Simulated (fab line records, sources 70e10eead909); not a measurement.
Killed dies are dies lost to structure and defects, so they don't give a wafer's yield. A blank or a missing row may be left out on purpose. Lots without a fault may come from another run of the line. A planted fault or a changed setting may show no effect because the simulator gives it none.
fab line records | flow nand_harc
record lots=12 wafers=36 last_day=33
route steps=1302 shown A_ONON_D2@565 A_CHANNEL_HOLE_D2@571
lots that met no fault: from a run of the same line without faults
start_h: hours from the record's first day to the start of the lot's first wafer shown | wait_h: hours since the lot's step before | " the same as in the row above | L1.1+2: a row that stands for several wafers | - no value, or no start given | * or withheld: withheld | < > ~ a bound
route shown NAME@n: a module of which the file shows steps, and the number in the route of the first | usual: mean/standard deviation of fault-free wafers | same: alike in all rows | chamber/n: place in a boat | sites: the reading at each site | _std_site: their standard deviation | _edge_site: outer sites' mean less inner sites' | radius_mm: how far each site lies from the wafer's centre | mask NAME#n: copy n | behind: the tool/chamber that last shaped the wafer | hold: why the lot was held/for how many hours/how that ended | device: the transistor (n, p or np) that didn't switch | end of line: the same wafers' tests at the end of the route | a step without rows: its recipe alone | killed: dies lost to structure and defects at the first sort, not the wafer's yield | map: a wafer's dies, x killed, . not, _ none there
set.NAME: the setting as run; set.NAME@STEP: as run at that earlier step | model.NAME: the simulator's own value behind a step, which no gauge read
steps of the route over a sample of lots; a table a step, a row a wafer
services: from which hour (start_h, from the record's first day; less than 0 if before it) a tool's chamber was out of use, for how many hours, and why
## steps
# step NHARC_A_ONON_D2_THK_MEAS_30
# recipe thk_meas_gauge=ellipsometry
# usual thk_nm=1002/8.1
# columns lot.wafer tool chamber start_h wait_h thk_nm
L598.2 film_metro-01 - 275.69 - 1011
L598.5 " - " " 1013
L598.6 " - " " 1012
L599.1 film_metro-02 - 296.98 - 989
L599.3 " - " " 989
L599.5 " - " " 988
L601.2 film_metro-02 - 311.22 - 996
L601.3 " - " " 997
L601.6 " - " " 996
L604.1 film_metro-01 - 349.20 - 1003
L604.4 " - " " 1003
L604.6 " - " " 1002
L606.2 film_metro-01 - 363.92 - 993
L606.3 " - " " 993
L606.5 " - " " 993
L605.1 film_metro-02 - 363.93 - 1025
L605.4 " - " " 1025
L605.6 " - " " 1025
L607.1 film_metro-02 - 371.96 - 1009
L607.2 " - " " 1011
L607.3 " - " " 1009
L608.3 film_metro-01 - 391.94 - 999
L608.4 " - " " 1001
L608.5 " - " " 998
L613.2 film_metro-01 - 437.38 - 1005
L613.3 " - " " 1005
L613.5 " - " " 1004
L614.2 film_metro-02 - 446.57 - 1006
L614.3 " - " " 1004
L614.6 " - " " 1007
L617.1 film_metro-02 - 475.90 - 1010
L617.2 " - " " 1009
L617.4 " - " " 1009
L621.3 film_metro-02 - 517.31 - 997
L621.5 " - " " 998
L621.6 " - " " 998
# step NHARC_A_ONON_D2_DEP_33
# recipe target_thk_a=2000 temp_c=400 pressure_torr=6.5 rf_w=900 teos_flow_sccm=161.4 flow_sccm=2650 target_thk_nm=200 gas=O2 material=SiO2
# usual heater_power_w=568/81 rf_fwd_power_W=898.5/2.7 showerhead_vpp_V=1835/81 throttle_valve_pct=15.8/0.59
# columns lot.wafer tool chamber start_h wait_h heater_power_w rf_fwd_power_W showerhead_vpp_V throttle_valve_pct
L598.2 pecvd-01 1 276.05 0.4 663 899.5 1845 15.3
L598.6 " 0 " " 482 897.4 1879 15.5
L598.5 " 1 " " 693 898.5 1878 15.0
L599.1 pecvd-04 1 297.03 0.1 729 896.2 1928 15.8
L599.3 " 2 " " 452 896.1 1788 17.2
L599.5 " 0 " " 526 898.7 1812 15.5
L601.2 pecvd-02 2 311.28 0.1 516 893.0 1845 16.4
L601.3 " 0 " " 519 899.4 1981 15.9
L601.6 " 0 " " 520 895.6 1944 15.9
L604.1 pecvd-01 1 349.26 0.1 600 898.7 1864 14.6
L604.4 " 2 " " 588 901.7 1741 16.0
L604.6 " 0 " " 393 898.2 1884 16.0
L605.1 pecvd-01 0 363.99 0.1 509 897.0 1889 16.0
L605.4 " 0 " " 530 897.9 1888 15.7
L605.6 " 1 " " 590 900.2 1883 14.6
L606.3 pecvd-02 1 364.02 0.1 623 897.9 1726 15.5
L606.2 " 2 " " 464 898.2 1801 16.2
L606.5 " 2 " " 485 899.3 1802 16.4
L607.3 pecvd-04 1 372.02 0.1 743 904.8 1905 16.0
L607.2 " 2 " " 508 904.7 1804 17.3
L607.1 " 0 " " 570 896.6 1805 16.0
L608.3 pecvd-02 0 392.08 0.1 533 896.0 1970 16.1
L608.4 " 2 " " 509 896.7 1812 16.3
L608.5 " 0 " " 549 899.6 1958 16.4
L613.3 pecvd-02 2 437.43 0.1 339 1260.2 2128 16.2
L613.2 " 1 " " 556 1256.4 2074 15.2
L613.5 " 0 " " 434 1259.9 2371 15.8
L614.2 pecvd-02 1 446.68 0.1 478 1256.4 2034 15.4
L614.3 " 2 " " 348 1259.1 2131 15.7
L614.6 " 0 " " 364 1259.2 2341 15.9
L617.2 pecvd-01 2 476.00 0.1 626 900.2 1677 16.2
L617.1 " 0 " " 479 898.0 1903 16.1
L617.4 " 0 " " 502 894.9 1913 16.5
L621.3 pecvd-01 0 517.36 0.1 445 897.1 1910 14.9
L621.6 " 1 " " 572 898.6 1849 15.3
L621.5 " 2 " " 579 896.7 1738 16.3
# step NHARC_A_ONON_D2_THK_MEAS_34
# recipe thk_meas_gauge=ellipsometry
# usual thk_nm=200/3.3
# columns lot.wafer tool chamber start_h wait_h thk_nm
L598.2 film_metro-02 - 276.42 - 205
L598.5 " - " " 204
L598.6 " - " " 202
L599.1 film_metro-01 - 297.45 - 201
L599.3 " - " " 197
L599.5 " - " " 201
L601.2 film_metro-02 - 311.69 - 195
L601.3 " - " " 198
L601.6 " - " " 199
L604.1 film_metro-01 - 349.68 - 201
L604.4 " - " " 205
L604.6 " - " " 204
L606.2 film_metro-01 - 364.42 - 197
L606.3 " - " " 196
L606.5 " - " " 200
L605.1 film_metro-02 - 364.43 - 199
L605.4 " - " " 201
L605.6 " - " " 201
L607.1 film_metro-01 - 372.43 - 194
L607.2 " - " " 197
L607.3 " - " " 194
L608.3 film_metro-02 - 392.40 - 197
L608.4 " - " " 199
L608.5 " - " " 198
L613.2 film_metro-01 - 437.85 - 220
L613.3 " - " " 223
L613.5 " - " " 221
L614.2 film_metro-02 - 447.05 - 218
L614.3 " - " " 220
L614.6 " - " " 222
L617.1 film_metro-01 - 476.37 - 201
L617.2 " - " " 203
L617.4 " - " " 207
L621.3 film_metro-01 - 517.77 - 196
L621.5 " - " " 198
L621.6 " - " " 199
# step NHARC_A_CHANNEL_HOLE_D2_DEP_01
# recipe target_thk_a=1400 target_thk_nm=140 temp_c=400 pressure_torr=3.5 flow_sccm=200 rf_w=350 material=SiON
# usual heater_power_w=745/83 rf_fwd_power_W=348.7/1.1 showerhead_vpp_V=1146/55
# columns lot.wafer tool chamber start_h wait_h heater_power_w rf_fwd_power_W showerhead_vpp_V
L598.2 pecvd-03 0 278.65 1.3 612 347.5 1092
L598.6 " 2 " " 826 348.4 1221
L598.5 " 0 " " 597 348.7 1100
L599.3 pecvd-01 1 300.36 1.0 860 347.1 1155
L599.1 " 2 " " 772 348.5 1067
L599.5 " 1 " " 864 346.2 1165
L601.2 pecvd-03 1 314.18 1.3 789 350.0 1192
L601.3 " 2 " " 856 346.1 1224
L601.6 " 2 " " 732 347.4 1224
L604.1 pecvd-01 2 351.78 1.6 722 348.5 1058
L604.4 " 2 " " 727 348.0 1074
L604.6 " 0 " " 725 348.6 1180
L606.2 pecvd-01 2 366.43 1.3 773 350.0 1069
L606.3 " 1 " " 790 348.1 1168
L606.5 " 0 " " 697 347.3 1179
L605.1 pecvd-02 2 366.48 1.6 743 346.9 1126
L605.6 " 2 " " 760 346.6 1144
L605.4 " 0 " " 614 349.3 1206
L607.1 pecvd-02 1 375.18 1.7 896 349.4 1076
L607.2 " 2 " " 731 349.0 1150
L607.3 " 0 " " 705 349.3 1213
L608.3 pecvd-02 2 394.47 1.0 627 347.7 1116
L608.4 " 2 " " 642 349.2 1127
L608.5 " 0 " " 703 349.3 1222
L613.3 pecvd-03 0 440.58 1.0 630 348.6 1120
L613.2 " 1 " " 775 349.7 1177
L613.5 " 2 " " 783 348.5 1231
L614.3 pecvd-01 1 449.65 1.0 760 349.6 1135
L614.2 " 0 " " 720 347.5 1187
L614.6 " 0 " " 714 348.3 1169
L617.2 pecvd-02 0 479.82 1.3 782 350.0 1213
L617.1 " 2 " " 686 346.9 1144
L617.4 " 1 " " 766 347.2 1068
L621.3 pecvd-03 1 522.29 1.0 694 349.2 1189
L621.6 " 2 " " 793 347.8 1201
L621.5 " 0 " " 662 349.0 1099
# step NHARC_A_CHANNEL_HOLE_D2_ETCH_39
# recipe target_depth_a=2600 over_etch_frac=0.3 time_s=325 ion_energy_ev=200 n2_flow_sccm=150 h2_flow_sccm=150 ar_flow_sccm=0 rf_w=400 bias_w=150 chemistry=N2/H2
# usual drypump_motor_current_A=5.6/0.41 n2_flow_sccm=150.0/0.49 oes_product_au=1.002/0.011 rf_vpp_V=430/3.3 showerhead_plenum_p_Torr=2.03/0.11 throttle_valve_pct=14.172/0.0095
# columns lot.wafer tool chamber start_h wait_h drypump_motor_current_A n2_flow_sccm oes_product_au rf_hours_counter_h rf_vpp_V showerhead_plenum_p_Torr throttle_valve_pct
L598.2 rie_diel-13 3 - - 5.9 150.7 0.988 4.2 427 1.92 14.166
L598.6 " 3 " " 5.9 150.5 0.985 - 427 1.92 14.178
L598.5 " 0 " " 6.1 150.3 1.000 - 428 1.94 14.155
L599.3 rie_diel-08 2 - - 5.5 149.8 1.013 5.0 433 2.19 14.163
L599.1 " 3 " " 5.0 149.5 0.993 5.0 431 2.02 14.173
L599.5 " 0 " " 5.5 149.4 1.002 - 427 1.96 14.157
L601.2 rie_diel-08 0 - - 5.5 149.5 1.011 6.1 428 1.96 14.158
L601.3 " 1 " " 5.8 149.9 1.000 6.2 436 2.20 14.160
L601.6 " 0 " " 5.5 150.2 1.011 - 427 1.96 14.160
L604.1 rie_diel-08 0 - - 5.5 149.8 1.013 7.9 428 1.96 14.177
L604.4 " 0 " " 5.5 150.1 1.009 - 430 1.96 14.171
L604.6 " 2 " " 5.5 149.7 1.023 - 434 2.19 14.165
L606.2 rie_diel-08 3 - - 4.9 149.3 1.011 8.9 430 2.02 14.168
L606.3 " 1 " " 5.8 149.6 1.000 8.4 434 2.20 14.158
L606.5 " 0 " " 5.5 150.1 1.022 - 430 1.96 14.181
L605.1 rie_diel-09 1 - - 5.2 149.1 0.997 2.5 432 2.09 14.170
L605.4 " 2 " " 5.6 149.9 1.019 2.1 425 1.89 14.166
L605.6 " 1 " " 5.2 149.3 1.010 - 432 2.09 14.171
L607.2 rie_diel-13 1 - - 5.6 149.7 0.989 0.9 434 2.14 14.165
L607.3 " 3 " " 5.9 149.8 0.985 1.4 428 1.92 14.183
L607.1 " 0 " " 6.1 150.6 1.012 0.8 427 1.94 14.177
L608.4 rie_diel-09 2 - - 5.5 150.9 0.998 3.6 427 1.89 14.182
L608.3 " 1 " " 5.2 149.2 0.997 4.3 434 2.09 14.183
L608.5 " 2 " " 5.5 150.0 0.985 - 425 1.89 14.160
L613.2 rie_diel-13 1 - - 5.7 150.4 0.995 4.2 434 2.14 14.174
L613.3 " 3 " " 5.9 150.2 0.984 4.0 426 1.92 14.180
L613.5 " 1 " " 5.7 150.3 1.003 - 434 2.14 14.173
L614.2 rie_diel-13 0 - - 6.1 149.9 0.988 4.2 429 1.94 14.180
L614.3 " 2 " " 5.2 150.3 1.009 5.2 426 1.89 14.168
L614.6 " 1 " " 5.6 149.1 0.990 - 435 2.14 14.182
L617.1 rie_diel-09 2 - - 5.5 150.1 0.993 8.3 426 1.89 14.162
L617.2 " 3 " " 6.5 149.9 0.999 10.4 434 2.11 14.177
L617.4 " 1 " " 5.2 150.2 0.990 10.6 433 2.08 14.166
L621.3 rie_diel-09 2 - - 5.6 150.3 0.982 2.2 426 1.89 14.166
L621.5 " 0 " " 6.0 150.1 1.009 - 427 1.94 14.174
L621.6 " 1 " " 5.2 149.9 1.006 - 432 2.08 14.170
## services
# columns tool chamber start_h hours kind
pecvd-03 0 256.18 10.2 repair
pecvd-04 - 269.41 13.0 pm
rie_diel-09 2 283.09 1.7 repair
rie_diel-09 2 297.40 4.5 repair
pecvd-01 - 311.16 13.0 pm
rie_diel-09 - 320.10 9.0 pm
rie_diel-08 - 328.04 0.8 repair
pecvd-04 2 331.74 12.7 repair
rie_diel-13 - 342.01 9.0 pm
rie_diel-08 1 350.06 6.4 repair
pecvd-03 - 366.30 13.0 pm
rie_diel-08 - 368.24 9.0 pm
pecvd-02 - 408.33 13.0 pm
rie_diel-09 - 412.56 0.1 repair
rie_diel-09 2 432.76 7.1 repair
rie_diel-08 1 457.69 7.4 repair
rie_diel-13 3 459.30 23.3 repair
rie_diel-13 0 477.46 19.5 repair
pecvd-01 - 492.18 13.0 pm
rie_diel-09 3 493.69 24.5 repair
rie_diel-09 - 497.10 9.0 pm
rie_diel-09 0 511.05 5.9 repair
pecvd-02 2 517.88 4.8 repair
rie_diel-13 - 519.01 9.0 pm
## key
first_sign step=NHARC_A_ONON_D2_DEP_33 reading=rf_fwd_power_W direction=up sigmas=99+ usual=* struck=*
effect step=NHARC_A_ONON_D2_DEP_33 reading=showerhead_vpp_V direction=up sigmas=4.2 usual=1835 struck=2180
effect step=NHARC_A_ONON_D2_THK_MEAS_34 reading=thk_nm direction=up sigmas=6.4 usual=200 struck=221
met_at NHARC_A_ONON_D2_DEP_33
struck_lots L613,L614
tester_left_out L613,L614
not_acting_at NHARC_A_ONON_D2_THK_MEAS_30,NHARC_A_CHANNEL_HOLE_D2_DEP_01,NHARC_A_CHANNEL_HOLE_D2_ETCH_39
onset_between 392.08 437.43
fault kind=process_parameter_drift tool=pecvd-02 chamber=- onset_h=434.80 steps=NHARC_A_ONON_D2_DEP_33 channel=rf_w offset=* shape=step end_h=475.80 acts_in=* stated=*
# tester_left_out: of these lots the tester's yield and bins aren't shown, on N5 and GAA mostly nor the transistor test; their killed dies are dies lost to structure and defects alone, not to doping, threshold or leakage, so they don't give the yield
